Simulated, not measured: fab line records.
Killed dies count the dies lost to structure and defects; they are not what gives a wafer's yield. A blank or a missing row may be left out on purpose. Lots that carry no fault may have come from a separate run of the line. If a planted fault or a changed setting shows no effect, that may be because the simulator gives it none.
Struck lot and sound lot, side by side | flow nand-harc | 15 out of 1302 route steps
Sound: wafers L633.2, L633.5, L633.6. Struck: wafer L637.5 (left out: L637.1, L637.2 of the same lot, which were not struck); the cause appears at the end.
Each step with rows lists, per side, the tool, then ch with its chambers, then its first start. Under that, the readings that differ: sound wafers | struck wafers | difference of the means | sigmas: that difference in standard deviations of wafers without a fault.
alike: words and numbers the same on both sides, and readings whose means are apart by under 2 such deviations; not compared: readings that were withheld, readings missing a value for some wafer, numbers with overlapping values and no deviation given by the record, and bounds like >300 which may hide the same value.
Wherever a step has rows on one side only, a row that says differs or no value, or a row with sigmas, the two part there. Numbers that don't overlap but have no deviation are shown without sigmas and don't part them. Lack of a reading on every wafer of one side parts them only where that side has two or more wafers.

NHARC_A_DECK1_JOINT_ETCHBACK_07: etches the open film in HBr, target depth 105 nm, time 26.9 s.
  sound on rie-si-06 ch 2,3, day 15 03:44; struck on rie-si-06 ch 3, day 16 21:21
  alike: chamber-pressure-mTorr, drypump-motor-current-A, oes-product-au, rf-fwd-power-W, throttle-valve-pct
  not compared: rf-hours-counter-h
then, 8 steps without rows for these wafers: NHARC_A_DECK1_JOINT_ETCH_25 (etches SiO2 in dHF, target depth 0.5 nm); NHARC_A_DECK1_JOINT_ETCH_19 (etches poly-Si in TMAH, target depth 3 nm); NHARC_A_DECK1_JOINT_ETCH_18 (etches SiO2 in dHF, target depth 3 nm); NHARC_A_DECK1_JOINT_WET_08 (chemistry H3PO4, time 86 s); NHARC_A_DECK1_JOINT_ETCH_09 (etches SiO2 in dHF, target depth 5 nm); NHARC_A_DECK1_JOINT_WET_10 (chemistry H3PO4, time 86 s); NHARC_A_DECK1_JOINT_ETCH_11 (etches SiO2 in dHF, target depth 35 nm); NHARC_A_DECK1_JOINT_CVD_12 (deposits poly-Si, target thk 90 nm, time 1800 s).
NHARC_A_DECK1_JOINT_CMP_13: polishes, target thk 51.023 nm.
  sound on cmp-02 ch 0,1,3, day 15 14:04; struck on cmp-04 ch 3, day 17 08:15
  alike: motor-current-A, time-to-endpoint-s
NHARC_A_DECK1_JOINT_THK_MEAS_14: measures by ellipsometry.
  struck on film-metro-02, day 17 08:30; sound on film-metro-02, day 15 14:14
  alike: thk-nm
following that, these wafers have no rows for 1 step: NHARC_A_DECK1_JOINT_SRD_04.
NHARC_A_DECK1_JOINT_ETCHBACK_00: etches the open film in HBr, target depth 30 nm, time 17.4 s.
  sound on rie-si-06 ch 1,2,3, day 15 14:26; struck on rie-si-05 ch 2, day 17 08:38
  reading               | sound             | struck | difference | sigmas
  oes-product-au (a.u.) | 1.013 0.975 0.986 | 0.803  | -0.188     | -16
  alike: chamber-pressure-mTorr, drypump-motor-current-A, rf-fwd-power-W, throttle-valve-pct
  not compared: rf-hours-counter-h
then, 1 step without rows for these wafers: NHARC_A_DECK1_JOINT_PRECLEAN_30 (cleans in SC1).
-- jump in the record: it breaks off in module A_DECK1_JOINT and resumes in module END (first step shown: number 1302 of the route), and 13 days separate the struck wafers' starts before and after --
NHARC_END_SORT_01:
  sound on prober-01 ch 0, day 29 05:32; struck on prober-01 ch 0, day 30 15:34
  reading             | sound | struck | difference | sigmas
  killed-at-periphery | 1 7 2 | 9      | +6         | +2
  killed-open         | 1 5 3 | 7      | +4         | +2
  killed-short        | 2 1 1 | 5      | +4         | +2
  alike: killed-at-array, killed-at-other, killed-dies

## WHERE THEY PART
First at NHARC_A_DECK1_JOINT_ETCHBACK_00; last, within this record, at NHARC_END_SORT_01.

WHY: the cause the simulator had injected
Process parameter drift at NHARC_A_DECK1_JOINT_ETCHBACK_00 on rie-si-05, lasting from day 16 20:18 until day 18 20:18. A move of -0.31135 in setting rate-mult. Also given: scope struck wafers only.
